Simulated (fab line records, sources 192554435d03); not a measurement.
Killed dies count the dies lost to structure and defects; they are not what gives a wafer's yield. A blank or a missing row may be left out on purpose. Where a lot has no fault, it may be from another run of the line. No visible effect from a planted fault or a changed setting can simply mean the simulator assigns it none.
fab line records	flow n5Finfet
record lots=24	wafers=72	lastDay=18
route steps=1938 shown BEOL_M0_SAQP@672 BEOL_M0_CUTY@708 BEOL_M0@723
lots with no fault: from the same line, run without faults
startH: hours from the record's first day to the start of the lot's first wafer shown	waitH: hours elapsed since this lot's preceding step	" same as the row above	L1.1+2: a row that stands for several wafers	- no value, or no start was given	* or withheld: withheld	< > ~ a bound
route shown NAME@n: names a module that has steps shown in the file, with the first one's number in the route	usual: average and standard deviation across the fault-free wafers	same: alike in all rows	chamber/n: place in a boat	sites: readings site by site	_std_site: their standard deviation	_edge_site: inner sites' mean taken away from outer sites' mean	radiusMm: how far each site lies from the wafer's centre	mask NAME#n: copy n	behind: the most recent tool/chamber to have shaped the wafer	hold: reason for holding the lot/hours on hold/outcome of the hold	device: names the non-switching transistor (n, p or np)	end of line: the route-end tests of the same wafers	a step with no rows: only its recipe	killed: dies that structure and defects cost at the first sort, which is not the same as the wafer's yield	map: shows each die of a wafer: x if killed, . if not, _ if none is there
set.NAME: the setting as run; set.NAME@STEP: as run at that earlier step	model.NAME: the simulator's own value behind a step, which no gauge read
one table for each step of the route and one row for each wafer, over a sample of lots
services: when a tool's chamber went out of use (startH, in hours from the record's first day, below 0 if earlier), for how many hours, and the reason
## steps
# step N5_BEOL_M0_SAQP_ETCH_106
# recipe chemistry=N2/H2	target=SOC	targetDepthA=1500	stopOn=SiNx	ionEnergyEv=100	biasW=61	pressureMtorr=30	sourceW=850	n2FlowSccm=200	h2FlowSccm=200
# usual drypumpMotorCurrentA=5.8/0.44	oesProductAu=0.78/0.085	rfVppV=241.3/1.3	showerheadPlenumPTorr=2.59/0.082	throttleValvePct=17.77/0.24
lot.wafer	tool	chamber	startH	waitH	drypumpMotorCurrentA	oesProductAu	rfHoursCounterH	rfVppV	showerheadPlenumPTorr	throttleValvePct
L074.1	rieDiel-02	2	113.51	-	6.7	0.95	1	241.8	2.62	17.46
L074.3	"	0	"	"	5.1	0.71	179	238.8	2.52	18.15
L074.6	"	2	"	"	6.6	0.96	-	240.6	2.62	17.46
L075.1	rieDiel-04	3	122.51	-	5.7	0.70	233	242.1	2.63	17.72
L075.4	"	2	"	"	5.7	0.74	134	242.7	2.64	17.98
L075.5	"	0	"	"	5.6	0.73	-	240.2	2.52	17.99
L076.2	rieDiel-02	2	139.05	-	6.6	0.93	9	240.3	2.62	17.47
L076.3	"	0	"	"	5.1	0.70	185	240.4	2.52	18.15
L076.6	"	1	"	"	5.4	0.86	-	240.5	2.59	17.42
L077.1	rieDiel-02	1	140.69	-	5.4	0.85	49	242.0	2.59	17.42
L077.2	"	3	"	"	6.6	0.93	17	242.1	2.72	17.65
L077.4	"	2	"	"	6.6	0.93	9	242.2	2.62	17.48
L078.1	rieDiel-03	0	144.31	-	5.9	0.75	149	240.6	2.55	17.85
L078.2	"	3	"	"	5.6	0.91	21	242.5	2.71	17.50
L078.6	"	0	"	"	5.9	0.75	-	240.0	2.55	17.86
L079.1	rieDiel-04	1	149.74	-	6.3	0.73	179	243.0	2.64	17.51
L079.3	"	3	"	"	5.7	0.70	241	241.8	2.63	17.73
L079.5	"	2	"	"	5.7	0.73	-	241.4	2.64	18.02
L080.2	rieDiel-03	1	152.31	-	6.0	0.76	159	238.9	2.42	17.86
L080.3	"	0	"	"	5.9	0.76	152	240.7	2.55	17.85
L080.4	"	3	"	"	5.6	0.90	24	242.4	2.70	17.51
L081.1	rieDiel-03	1	155.19	-	6.0	0.75	160	239.1	2.42	17.87
L081.3	"	0	"	"	5.9	0.74	153	240.1	2.55	17.86
L081.6	"	3	"	"	5.6	0.90	-	241.6	2.70	17.52
L082.2	rieDiel-04	1	158.28	-	6.3	0.74	181	242.0	2.64	17.53
L082.3	"	0	"	"	5.6	0.72	174	241.9	2.51	18.01
L082.6	"	1	"	"	6.3	0.74	-	242.5	2.64	17.52
L083.3	rieDiel-02	0	161.61	-	5.2	0.70	193	240.2	2.52	18.16
L083.4	"	1	"	"	5.4	0.85	57	241.9	2.58	17.42
L083.5	"	3	"	"	6.6	0.91	-	243.0	2.72	17.66
L084.1	rieDiel-04	1	172.08	-	6.3	0.73	185	241.3	2.64	17.53
L084.2	"	3	"	"	5.7	0.69	247	241.5	2.63	17.73
L084.5	"	1	"	"	6.3	0.73	-	241.4	2.64	17.52
L085.2	rieDiel-04	2	179.25	-	5.7	0.73	152	242.4	2.63	18.03
L085.5	"	0	"	"	5.6	0.72	-	239.9	2.51	18.01
L085.6	"	2	"	"	5.7	0.73	-	241.7	2.63	18.02
L086.1	rieDiel-04	0	184.15	-	5.6	0.72	183	239.7	2.51	18.02
L086.2	"	2	"	"	5.7	0.72	154	241.4	2.63	18.04
L086.5	"	1	"	"	6.3	0.73	-	241.2	2.64	17.55
L087.2	rieDiel-02	3	187.08	-	6.6	0.90	32	243.0	2.71	17.68
L087.4	"	2	"	"	6.6	0.89	25	240.8	2.61	17.49
L087.6	"	0	"	"	5.1	0.69	-	240.3	2.51	18.19
L088.1	rieDiel-03	0	192.26	-	5.9	0.74	167	240.7	2.54	17.88
L088.5	"	3	"	"	5.6	0.88	-	243.4	2.70	17.52
L088.6	"	0	"	"	5.9	0.74	-	239.9	2.54	17.87
L089.2	rieDiel-04	1	203.88	-	6.3	0.71	198	242.2	2.63	17.55
L089.4	"	3	"	"	5.7	0.99	3	240.6	2.62	17.29
L089.6	"	0	"	"	5.6	0.71	-	240.2	2.50	18.04
L090.1	rieDiel-04	3	211.47	-	5.8	0.98	5	241.7	2.62	17.31
L090.2	"	0	"	"	5.6	0.71	193	242.0	2.50	18.04
L090.6	"	2	"	"	5.7	0.72	-	241.4	2.63	18.04
L091.4	rieDiel-04	0	215.60	-	5.6	0.71	194	241.9	2.50	18.01
L091.5	"	1	"	"	6.3	0.73	-	241.5	2.63	17.55
L091.6	"	2	"	"	5.7	0.72	-	240.7	2.63	18.05
L092.1	rieDiel-03	1	220.38	-	6.0	0.72	181	238.0	2.41	17.93
L092.2	"	2	"	"	5.0	0.77	115	241.6	2.54	17.82
L092.4	"	3	"	"	5.6	0.86	47	241.3	2.69	17.54
L093.1	rieDiel-03	2	226.78	-	5.0	0.78	117	240.8	2.54	17.82
L093.3	"	1	"	"	6.0	0.73	183	239.9	2.41	17.93
L093.4	"	3	"	"	5.7	0.86	49	242.9	2.69	17.54
L095.2	rieDiel-03	0	241.09	-	5.9	0.73	179	240.7	2.53	17.88
L095.4	"	3	"	"	5.6	0.85	53	242.4	2.69	17.57
L095.5	"	1	"	"	6.0	0.73	-	239.6	2.41	17.93
L094.1	rieDiel-03	1	243.36	-	6.0	0.73	188	238.6	2.41	17.92
L094.3	"	2	"	"	5.0	0.77	121	242.3	2.54	17.83
L094.6	"	2	"	"	5.0	0.77	-	240.7	2.54	17.83
L096.1	rieDiel-04	3	244.40	-	5.7	0.95	13	241.7	2.62	17.31
L096.4	"	0	"	"	5.6	0.70	202	240.5	2.50	18.04
L096.5	"	2	"	"	5.7	0.71	-	244.0	2.62	18.07
L097.1	rieDiel-03	1	249.04	-	6.0	0.72	189	238.6	2.41	17.93
L097.4	"	3	"	"	5.6	0.84	55	242.7	2.69	17.55
L097.6	"	3	"	"	5.6	0.85	-	243.1	2.69	17.56
# step N5_BEOL_M0_SAQP_ETCH_73
# recipe chemistry=CF4	target=SiARC	targetDepthA=195	maskMaterial=CAR-EUV	timeS=32.5	ionEnergyEv=80	pressureMtorr=40	sourceW=545	biasW=36	Ar_flow_sccm=100	cf4FlowSccm=100	ends=cleared
# usual drypumpMotorCurrentA=5.8/0.42	etchRfOnTimeS=32.7/0.69	oesProductAu=0.67/0.07	rfVppV=184.5/1.2	showerheadPlenumPTorr=2.18/0.064	throttleValvePct=15.58/0.29
lot.wafer	tool	chamber	startH	waitH	drypumpMotorCurrentA	etchRfOnTimeS	oesProductAu	rfHoursCounterH	rfVppV	showerheadPlenumPTorr	throttleValvePct
L074.1	rieDiel-03	1	115.21	0.0	6.0	33.0	0.65	149	183.8	2.06	15.73
L074.3	"	2	"	"	5.0	33.5	0.69	84	184.3	2.16	15.69
L074.6	"	2	"	"	5.0	33.8	0.70	-	183.6	2.16	15.68
L075.1	rieDiel-04	3	124.39	0.0	5.7	32.1	0.61	234	185.0	2.19	15.45
L075.4	"	0	"	"	5.6	33.1	0.63	165	184.3	2.14	15.90
L075.5	"	2	"	"	5.7	32.3	0.65	-	185.9	2.23	15.91
L076.2	rieDiel-02	0	141.40	0.0	5.1	33.1	0.60	186	184.0	2.12	15.89
L076.3	"	2	"	"	6.6	32.4	0.79	9	184.6	2.19	15.03
L076.6	"	2	"	"	6.6	32.3	0.80	-	185.6	2.19	15.04
L077.1	rieDiel-03	1	144.01	0.0	6.0	32.6	0.65	156	183.3	2.05	15.75
L077.2	"	3	"	"	5.7	31.7	0.78	21	185.8	2.28	15.26
L077.4	"	0	"	"	5.9	33.2	0.65	149	184.2	2.15	15.63
L078.1	rieDiel-04	1	145.97	0.0	6.3	33.3	0.63	178	184.4	2.22	15.36
L078.2	"	2	"	"	5.7	32.7	0.64	140	185.1	2.23	15.93
L078.6	"	1	"	"	6.3	33.3	0.63	-	185.4	2.22	15.36
L079.1	rieDiel-04	2	151.95	0.0	5.7	32.4	0.64	142	185.4	2.23	15.93
L079.3	"	0	"	"	5.6	33.2	0.62	173	183.1	2.13	15.93
L079.5	"	0	"	"	5.6	33.1	0.62	-	184.5	2.13	15.94
L080.2	rieDiel-03	3	154.00	0.0	5.6	32.2	0.78	25	186.3	2.27	15.29
L080.3	"	2	"	"	5.0	33.5	0.69	94	182.3	2.16	15.70
L080.4	"	0	"	"	5.9	33.8	0.65	153	182.5	2.14	15.65
L081.1	rieDiel-03	1	156.72	0.0	6.0	33.1	0.64	160	183.2	2.05	15.75
L081.3	"	3	"	"	5.7	32.1	0.78	25	185.3	2.27	15.29
L081.6	"	2	"	"	5.0	33.1	0.69	-	185.5	2.16	15.70
L082.2	rieDiel-03	0	160.06	0.0	5.9	33.4	0.65	155	184.6	2.14	15.64
L082.3	"	1	"	"	6.0	32.7	0.64	161	182.8	2.05	15.76
L082.6	"	3	"	"	5.7	32.2	0.78	-	185.7	2.27	15.27
L083.3	rieDiel-03	3	163.47	0.0	5.7	32.5	0.77	28	186.3	2.27	15.30
L083.4	"	2	"	"	5.0	33.6	0.68	98	183.2	2.16	15.72
L083.5	"	2	"	"	5.0	33.7	0.68	-	184.9	2.16	15.71
L084.1	rieDiel-04	1	173.63	0.0	6.3	33.6	0.62	186	183.2	2.21	15.39
L084.2	"	2	"	"	5.7	32.5	0.63	149	186.8	2.23	15.95
L084.5	"	3	"	"	5.8	31.9	0.60	-	184.8	2.19	15.48
L085.2	rieDiel-03	1	181.01	0.0	6.0	32.7	0.64	169	183.7	2.05	15.77
L085.5	"	3	"	"	5.7	32.1	0.76	-	185.8	2.27	15.28
L085.6	"	0	"	"	5.9	33.4	0.63	-	184.7	2.14	15.66
L086.1	rieDiel-03	3	185.68	0.0	5.7	32.7	0.75	36	186.0	2.27	15.30
L086.2	"	2	"	"	5.0	33.4	0.67	104	182.8	2.15	15.73
L086.5	"	3	"	"	5.6	32.3	0.76	-	186.7	2.27	15.29
L087.2	rieDiel-04	2	189.02	0.0	5.7	32.6	0.63	156	185.1	2.22	15.96
L087.4	"	1	"	"	6.3	32.9	0.63	-	183.5	2.21	15.39
L087.6	"	0	"	"	5.6	32.9	0.62	-	186.4	2.13	15.96
L088.1	rieDiel-02	1	193.81	0.0	5.4	31.9	0.73	67	184.3	2.16	15.23
L088.5	"	0	"	"	5.1	33.0	0.59	-	183.0	2.11	15.93
L088.6	"	2	"	"	6.6	32.6	0.76	-	185.2	2.19	15.09
L089.2	rieDiel-04	2	205.68	0.0	5.7	32.6	0.62	162	185.3	2.22	15.97
L089.4	"	1	"	"	6.3	33.5	0.62	199	184.9	2.21	15.42
L089.6	"	2	"	"	5.7	32.5	0.63	-	184.5	2.22	15.96
L090.1	rieDiel-03	1	213.40	0.0	6.0	33.1	0.63	180	182.9	2.05	15.80
L090.2	"	3	"	"	5.7	32.4	0.74	45	185.1	2.27	15.32
L090.6	"	3	"	"	5.7	32.5	0.75	-	185.7	2.27	15.32
L091.4	rieDiel-02	2	217.45	0.0	6.6	32.2	0.75	34	182.0	2.19	15.11
L091.5	"	3	"	"	6.6	31.7	0.77	-	185.9	2.26	15.45
L091.6	"	0	"	"	5.1	32.6	0.59	-	184.2	2.11	15.94
L092.1	rieDiel-03	0	222.03	0.0	5.9	33.2	0.63	175	183.9	2.14	15.67
L092.2	"	2	"	"	5.1	33.5	0.66	115	184.0	2.15	15.75
L092.4	"	1	"	"	6.0	33.0	0.63	182	182.8	2.04	15.80
L093.1	rieDiel-02	1	228.74	0.0	5.4	31.3	0.71	78	184.9	2.16	15.25
L093.3	"	3	"	"	6.6	31.9	0.77	44	185.7	2.26	15.45
L093.4	"	2	"	"	6.6	32.2	0.75	37	183.9	2.19	15.10
L095.2	rieDiel-04	3	243.32	0.0	5.7	31.1	0.84	13	183.8	2.18	14.99
L095.4	"	2	"	"	5.8	32.7	0.60	172	184.5	2.22	15.98
L095.5	"	1	"	"	6.3	33.3	0.61	-	184.1	2.21	15.44
L094.1	rieDiel-04	0	245.30	0.0	5.6	33.4	0.59	202	184.4	2.12	15.99
L094.3	"	1	"	"	6.3	33.1	0.61	209	184.8	2.21	15.42
L094.6	"	1	"	"	6.3	33.2	0.62	-	184.2	2.21	15.43
L096.1	rieDiel-03	1	246.19	0.0	6.0	32.7	0.63	188	182.2	2.04	15.81
L096.4	"	3	"	"	5.6	32.2	0.74	54	185.0	2.26	15.34
L096.5	"	0	"	"	5.9	33.2	0.62	-	183.3	2.14	15.70
L097.1	rieDiel-04	0	250.77	0.0	5.6	33.4	0.61	205	184.2	2.12	16.00
L097.4	"	3	"	"	5.7	30.8	0.83	15	185.5	2.18	15.00
L097.6	"	2	"	"	5.7	32.5	0.61	-	186.3	2.22	15.98
# step N5_BEOL_M0_CUTY_CD_MEAS_57
# recipe targetCdNm=200	landingEnergyEv=500	detector=seInlens	polarity=line
# usual cdNm=200.1/0.86
lot.wafer	tool	chamber	startH	waitH	cdNm
L074.1	cdSem-03	0	116.68	-	201.5
L074.3	"	0	"	"	200.4
L074.6	"	0	"	"	200.5
L075.1	cdSem-02	0	125.73	-	200.0
L075.4	"	0	"	"	201.6
L075.5	"	0	"	"	201.5
L076.2	cdSem-01	0	142.58	-	200.9
L076.3	"	0	"	"	198.7
L076.6	"	0	"	"	200.2
L077.1	cdSem-03	0	145.27	-	198.9
L077.2	"	0	"	"	199.0
L077.4	"	0	"	"	199.7
L078.1	cdSem-01	0	147.14	-	199.6
L078.2	"	0	"	"	200.5
L078.6	"	0	"	"	200.0
L079.1	cdSem-01	0	153.13	-	200.4
L079.3	"	0	"	"	200.4
L079.5	"	0	"	"	200.2
L080.2	cdSem-01	0	155.13	-	199.5
L080.3	"	0	"	"	200.2
L080.4	"	0	"	"	200.1
L081.1	cdSem-02	0	157.98	-	200.6
L081.3	"	0	"	"	199.6
L081.6	"	0	"	"	201.4
L082.2	cdSem-02	0	161.35	-	198.7
L082.3	"	0	"	"	200.5
L082.6	"	0	"	"	199.7
L083.3	cdSem-03	0	164.60	-	201.2
L083.4	"	0	"	"	200.9
L083.5	"	0	"	"	200.1
L084.1	cdSem-03	0	175.44	-	199.6
L084.2	"	0	"	"	199.8
L084.5	"	0	"	"	201.3
L085.2	cdSem-03	0	183.30	-	199.8
L085.5	"	0	"	"	198.8
L085.6	"	0	"	"	200.9
L086.1	cdSem-01	0	187.28	-	199.0
L086.2	"	0	"	"	200.3
L086.5	"	0	"	"	200.3
L087.2	cdSem-01	0	191.09	-	200.1
L087.4	"	0	"	"	199.7
L087.6	"	0	"	"	200.8
L088.1	cdSem-02	0	195.06	-	200.5
L088.5	"	0	"	"	200.8
L088.6	"	0	"	"	199.9
L089.2	cdSem-01	0	206.81	-	197.6
L089.4	"	0	"	"	198.0
L089.6	"	0	"	"	197.8
L090.1	cdSem-02	0	215.13	-	199.6
L090.2	"	0	"	"	198.9
L090.6	"	0	"	"	200.6
L091.4	cdSem-03	0	218.66	-	199.4
L091.5	"	0	"	"	199.5
L091.6	"	0	"	"	199.0
L092.1	cdSem-02	0	223.21	-	200.3
L092.2	"	0	"	"	199.9
L092.4	"	0	"	"	200.6
L093.1	cdSem-01	0	229.86	-	201.7
L093.3	"	0	"	"	201.3
L093.4	"	0	"	"	200.3
L095.2	cdSem-02	0	244.96	-	199.8
L095.4	"	0	"	"	200.2
L095.5	"	0	"	"	200.8
L094.1	cdSem-02	0	246.55	-	201.0
L094.3	"	0	"	"	201.3
L094.6	"	0	"	"	200.8
L096.1	cdSem-02	0	247.32	-	201.3
L096.4	"	0	"	"	199.8
L096.5	"	0	"	"	200.0
L097.1	cdSem-01	0	251.89	-	199.6
L097.4	"	0	"	"	199.6
L097.6	"	0	"	"	199.5
# step N5_BEOL_M0_OCD_MEAS_108
# usual trenchDepthNm=32.4/0.69
lot.wafer	tool	chamber	startH	waitH	trenchDepthNm
L074.1	ocd-02	-	118.52	0.1	33.2
L074.3	"	-	"	"	31.5
L074.6	"	-	"	"	32.6
L075.1	ocd-01	-	127.97	0.1	32.0
L075.4	"	-	"	"	32.9
L075.5	"	-	"	"	33.2
L076.2	ocd-02	-	145.45	0.1	31.7
L076.3	"	-	"	"	32.9
L076.6	"	-	"	"	32.2
L077.1	ocd-02	-	146.19	0.1	31.3
L077.2	"	-	"	"	32.6
L077.4	"	-	"	"	32.3
L078.1	ocd-02	-	148.16	0.1	32.3
L078.2	"	-	"	"	32.5
L078.6	"	-	"	"	31.8
L079.1	ocd-01	-	154.76	0.1	32.1
L079.3	"	-	"	"	32.4
L079.5	"	-	"	"	32.8
L080.2	ocd-01	-	157.66	0.1	31.9
L080.3	"	-	"	"	32.7
L080.4	"	-	"	"	33.5
L081.1	ocd-01	-	160.46	0.1	31.8
L081.3	"	-	"	"	32.8
L081.6	"	-	"	"	31.0
L082.2	ocd-02	-	162.59	0.1	32.5
L082.3	"	-	"	"	33.5
L082.6	"	-	"	"	33.4
L083.3	ocd-01	-	172.48	0.1	31.2
L083.4	"	-	"	"	32.9
L083.5	"	-	"	"	32.6
L084.1	ocd-01	-	179.06	0.1	33.2
L084.2	"	-	"	"	33.4
L084.5	"	-	"	"	33.4
L085.2	ocd-01	-	187.27	0.1	31.5
L085.5	"	-	"	"	30.8
L085.6	"	-	"	"	32.2
L086.1	ocd-01	-	188.97	0.1	31.5
L086.2	"	-	"	"	32.8
L086.5	"	-	"	"	32.3
L087.2	ocd-01	-	193.37	0.1	33.0
L087.4	"	-	"	"	31.4
L087.6	"	-	"	"	31.3
L088.1	ocd-02	-	199.24	0.1	33.3
L088.5	"	-	"	"	33.0
L088.6	"	-	"	"	32.9
L089.2	ocd-02	-	208.21	0.1	32.5
L089.4	"	-	"	"	31.6
L089.6	"	-	"	"	32.9
L090.1	ocd-02	-	217.62	0.1	32.4
L090.2	"	-	"	"	32.9
L090.6	"	-	"	"	32.3
L091.4	ocd-02	-	221.96	0.0	32.3
L091.5	"	-	"	"	32.9
L091.6	"	-	"	"	33.0
L092.1	ocd-01	-	224.82	0.1	31.9
L092.2	"	-	"	"	32.4
L092.4	"	-	"	"	33.0
L093.1	ocd-02	-	233.18	0.1	32.3
L093.3	"	-	"	"	33.6
L093.4	"	-	"	"	32.5
L095.2	ocd-01	-	245.90	0.1	33.7
L095.4	"	-	"	"	33.3
L095.5	"	-	"	"	33.0
L094.1	ocd-02	-	248.81	0.1	33.1
L094.3	"	-	"	"	32.6
L094.6	"	-	"	"	32.0
L096.1	ocd-02	-	248.95	0.1	32.7
L096.4	"	-	"	"	32.8
L096.5	"	-	"	"	31.0
L097.1	ocd-02	-	253.73	0.1	32.6
L097.4	"	-	"	"	33.2
L097.6	"	-	"	"	32.9
# step N5_BEOL_M0_DEGAS_112
# recipe ambient=vacuum	tempC=250	timeS=60
# usual heaterPowerW=319/32
lot.wafer	tool	chamber	startH	waitH	heaterPowerW
L074.1	pvdSputter-02	-	119.28	0.5	401
L074.3	"	-	"	"	310
L074.6	"	-	"	"	332
L075.1	pvdSputter-01	-	128.77	0.4	325
L075.4	"	-	"	"	298
L075.5	"	-	"	"	309
L076.2	pvdSputter-01	-	145.99	0.2	321
L076.3	"	-	"	"	308
L076.6	"	-	"	"	302
L077.1	pvdSputter-02	-	146.47	0.0	328
L077.2	"	-	"	"	255
L077.4	"	-	"	"	410
L078.1	pvdSputter-01	-	151.26	2.3	331
L078.2	"	-	"	"	344
L078.6	"	-	"	"	310
L079.1	pvdSputter-03	-	155.25	0.2	301
L079.3	"	-	"	"	328
L079.5	"	-	"	"	306
L080.2	pvdSputter-01	-	158.32	0.2	313
L080.3	"	-	"	"	299
L080.4	"	-	"	"	340
L081.1	pvdSputter-01	-	160.98	0.1	329
L081.3	"	-	"	"	305
L081.6	"	-	"	"	324
L082.2	pvdSputter-03	-	163.31	0.5	298
L082.3	"	-	"	"	327
L082.6	"	-	"	"	331
L083.3	pvdSputter-03	-	173.20	0.5	300
L083.4	"	-	"	"	315
L083.5	"	-	"	"	336
L084.1	pvdSputter-03	-	180.24	0.5	332
L084.2	"	-	"	"	301
L084.5	"	-	"	"	330
L085.2	pvdSputter-02	-	188.14	0.6	318
L085.5	"	-	"	"	261
L085.6	"	-	"	"	337
L086.1	pvdSputter-03	-	189.27	0.0	307
L086.2	"	-	"	"	305
L086.5	"	-	"	"	333
L087.2	pvdSputter-02	-	194.22	0.4	325
L087.4	"	-	"	"	315
L087.6	"	-	"	"	399
L088.1	pvdSputter-03	-	200.26	0.8	338
L088.5	"	-	"	"	301
L088.6	"	-	"	"	327
L089.2	pvdSputter-03	-	211.12	2.7	346
L089.4	"	-	"	"	329
L089.6	"	-	"	"	327
L090.1	pvdSputter-01	-	218.35	0.5	326
L090.2	"	-	"	"	296
L090.6	"	-	"	"	332
L091.4	pvdSputter-02	-	222.59	0.3	319
L091.5	"	-	"	"	331
L091.6	"	-	"	"	311
L092.1	pvdSputter-02	-	225.53	0.2	330
L092.2	"	-	"	"	332
L092.4	"	-	"	"	400
L093.1	pvdSputter-03	-	233.88	0.4	330
L093.3	"	-	"	"	322
L093.4	"	-	"	"	290
L095.2	pvdSputter-02	-	247.25	0.5	323
L095.4	"	-	"	"	333
L095.5	"	-	"	"	402
L094.1	pvdSputter-02	-	249.57	0.4	406
L094.3	"	-	"	"	319
L094.6	"	-	"	"	262
L096.1	pvdSputter-03	-	249.61	0.4	332
L096.4	"	-	"	"	312
L096.5	"	-	"	"	298
L097.1	pvdSputter-01	-	254.31	0.0	335
L097.4	"	-	"	"	320
L097.6	"	-	"	"	331
# step N5_BEOL_M0_ANNEAL_117
# recipe tempC=400	timeS=60	ambient=vacuum
# usual heaterPowerW=792/65
lot.wafer	tool	chamber	startH	waitH	heaterPowerW
L074.1	pvdSputter-01	-	119.85	0.0	748
L074.3	"	-	"	"	823
L074.6	"	-	"	"	751
L075.1	pvdSputter-01	-	133.70	0.0	818
L075.4	"	-	"	"	778
L075.5	"	-	"	"	752
L076.2	pvdSputter-03	-	146.63	0.0	746
L076.3	"	-	"	"	834
L076.6	"	-	"	"	775
L077.1	pvdSputter-03	-	147.07	0.0	786
L077.2	"	-	"	"	816
L077.4	"	-	"	"	762
L078.1	pvdSputter-01	-	152.12	0.0	767
L078.2	"	-	"	"	759
L078.6	"	-	"	"	749
L079.1	pvdSputter-01	-	157.38	0.0	741
L079.3	"	-	"	"	837
L079.5	"	-	"	"	753
L080.2	pvdSputter-03	-	159.83	0.0	846
L080.3	"	-	"	"	773
L080.4	"	-	"	"	830
L081.1	pvdSputter-02	-	161.67	0.0	830
L081.3	"	-	"	"	787
L081.6	"	-	"	"	827
L082.2	pvdSputter-01	-	163.92	0.0	822
L082.3	"	-	"	"	787
L082.6	"	-	"	"	833
L083.3	pvdSputter-02	-	174.96	0.0	666
L083.4	"	-	"	"	784
L083.5	"	-	"	"	844
L084.1	pvdSputter-01	-	181.05	0.0	788
L084.2	"	-	"	"	735
L084.5	"	-	"	"	833
L085.2	pvdSputter-03	-	188.83	0.0	741
L085.5	"	-	"	"	840
L085.6	"	-	"	"	736
L086.1	pvdSputter-01	-	191.50	0.0	806
L086.2	"	-	"	"	832
L086.5	"	-	"	"	765
L087.2	pvdSputter-03	-	195.47	0.0	850
L087.4	"	-	"	"	791
L087.6	"	-	"	"	771
L088.1	pvdSputter-02	-	201.19	0.0	776
L088.5	"	-	"	"	1010
L088.6	"	-	"	"	806
L089.2	pvdSputter-02	-	211.76	0.0	800
L089.4	"	-	"	"	646
L089.6	"	-	"	"	806
L090.1	pvdSputter-01	-	221.67	0.0	766
L090.2	"	-	"	"	744
L090.6	"	-	"	"	841
L091.4	pvdSputter-03	-	224.05	0.0	763
L091.5	"	-	"	"	781
L091.6	"	-	"	"	818
L092.1	pvdSputter-02	-	226.12	0.0	646
L092.2	"	-	"	"	1005
L092.4	"	-	"	"	819
L093.1	pvdSputter-02	-	234.69	0.0	965
L093.3	"	-	"	"	823
L093.4	"	-	"	"	778
L095.2	pvdSputter-01	-	248.21	0.0	826
L095.4	"	-	"	"	850
L095.5	"	-	"	"	795
L096.1	pvdSputter-03	-	250.38	0.0	831
L096.4	"	-	"	"	784
L096.5	"	-	"	"	745
L094.1	pvdSputter-01	-	250.79	0.0	837
L094.3	"	-	"	"	750
L094.6	"	-	"	"	804
L097.1	pvdSputter-03	-	255.12	0.0	771
L097.4	"	-	"	"	847
L097.6	"	-	"	"	841
## services
tool	chamber	startH	hours	kind
pvdSputter-03	-	134.43	3.8	repair
pvdSputter-02	-	138.49	1.9	repair
pvdSputter-03	-	149.97	2.2	repair
rieDiel-03	-	163.99	0.5	repair
rieDiel-03	2	175.88	5.3	repair
rieDiel-04	3	179.20	-	clean
rieDiel-04	3	179.20	-	consumableReplace:focusRing
rieDiel-04	3	179.20	17.8	scheduledDown
rieDiel-04	3	179.20	17.8	ventCycle
rieDiel-02	3	190.09	4.6	repair
rieDiel-03	0	236.50	2.5	repair
## key
fault none
